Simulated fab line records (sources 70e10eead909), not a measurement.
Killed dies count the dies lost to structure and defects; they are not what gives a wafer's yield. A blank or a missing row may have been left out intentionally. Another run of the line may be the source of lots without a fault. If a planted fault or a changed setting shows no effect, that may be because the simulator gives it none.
Chamber matching || flow nand_harc || NHARC_A_STAIRCASE_TRIM_20 on rie_diel-12 has 4 sister chambers
The step chemistry O2, time 211.2 s. 8 wafers are shown with their chamber, then 12 later ones without.

== WAFERS WITH THEIR CHAMBER ==
{"wafer": "L079.2", "chamber": 3, "drypump_motor_current_A (A)": 6.5, "showerhead_plenum_p_Torr (Torr)": 3.68}
{"wafer": "L086.6", "chamber": 0, "drypump_motor_current_A (A)": 5.6, "showerhead_plenum_p_Torr (Torr)": 3.45}
{"wafer": "L087.1", "chamber": 1, "drypump_motor_current_A (A)": 5.9, "showerhead_plenum_p_Torr (Torr)": 3.36}
{"wafer": "L087.2", "chamber": 2, "drypump_motor_current_A (A)": 6.3, "showerhead_plenum_p_Torr (Torr)": 3.65}
{"wafer": "L087.4", "chamber": 0, "drypump_motor_current_A (A)": 5.7, "showerhead_plenum_p_Torr (Torr)": 3.45}
{"wafer": "L089.2", "chamber": 3, "drypump_motor_current_A (A)": 6.5, "showerhead_plenum_p_Torr (Torr)": 3.66}
{"wafer": "L089.4", "chamber": 2, "drypump_motor_current_A (A)": 6.3, "showerhead_plenum_p_Torr (Torr)": 3.64}
{"wafer": "L089.6", "chamber": 1, "drypump_motor_current_A (A)": 5.9, "showerhead_plenum_p_Torr (Torr)": 3.35}

== WAFERS WHOSE CHAMBER IS MISSING ==
{"wafer": "L091.1", "drypump_motor_current_A (A)": 6.5, "showerhead_plenum_p_Torr (Torr)": 3.66}
{"wafer": "L091.2", "drypump_motor_current_A (A)": 5.9, "showerhead_plenum_p_Torr (Torr)": 3.35}
{"wafer": "L091.5", "drypump_motor_current_A (A)": 6.3, "showerhead_plenum_p_Torr (Torr)": 3.64}
{"wafer": "L092.2", "drypump_motor_current_A (A)": 6.3, "showerhead_plenum_p_Torr (Torr)": 3.64}
{"wafer": "L092.3", "drypump_motor_current_A (A)": 5.6, "showerhead_plenum_p_Torr (Torr)": 3.45}
{"wafer": "L092.6", "drypump_motor_current_A (A)": 6.5, "showerhead_plenum_p_Torr (Torr)": 3.66}
{"wafer": "L093.1", "drypump_motor_current_A (A)": 6.5, "showerhead_plenum_p_Torr (Torr)": 3.66}
{"wafer": "L093.2", "drypump_motor_current_A (A)": 6.3, "showerhead_plenum_p_Torr (Torr)": 3.64}
{"wafer": "L093.4", "drypump_motor_current_A (A)": 5.7, "showerhead_plenum_p_Torr (Torr)": 3.45}
{"wafer": "L095.2", "drypump_motor_current_A (A)": 5.7, "showerhead_plenum_p_Torr (Torr)": 3.45}
{"wafer": "L095.4", "drypump_motor_current_A (A)": 6.3, "showerhead_plenum_p_Torr (Torr)": 3.64}
{"wafer": "L095.6", "drypump_motor_current_A (A)": 5.6, "showerhead_plenum_p_Torr (Torr)": 3.45}

== WHICH CHAMBER EACH WENT THROUGH ==
{"wafer": "L091.1", "from the rows above": 3, "in truth": 3}
{"wafer": "L091.2", "from the rows above": 1, "in truth": 1}
{"wafer": "L091.5", "from the rows above": 2, "in truth": 2}
{"wafer": "L092.2", "from the rows above": 2, "in truth": 2}
{"wafer": "L092.3", "from the rows above": 0, "in truth": 0}
{"wafer": "L092.6", "from the rows above": 3, "in truth": 3}
{"wafer": "L093.1", "from the rows above": 3, "in truth": 3}
{"wafer": "L093.2", "from the rows above": 2, "in truth": 2}
{"wafer": "L093.4", "from the rows above": 0, "in truth": 0}
{"wafer": "L095.2", "from the rows above": 0, "in truth": 0}
{"wafer": "L095.4", "from the rows above": 2, "in truth": 2}
{"wafer": "L095.6", "from the rows above": 0, "in truth": 0}
12 of 12 placed correctly. Number that these rows cannot place: 0. Number placed wrongly: 0.
How it was worked out, from the rows above alone: a wafer's distance from a chamber is the root of the sum, over the readings, of the square of ((its reading less the chamber's mean) divided by the reading's scatter). The wafer belongs to the nearest chamber; if the next one is less than 2 further off, it can't be placed. A chamber's mean is the mean of its shown wafers. The scatter: take each reading less its chamber's mean, square it, sum over the shown wafers, divide by the number of wafers less the number of chambers, and take the root.
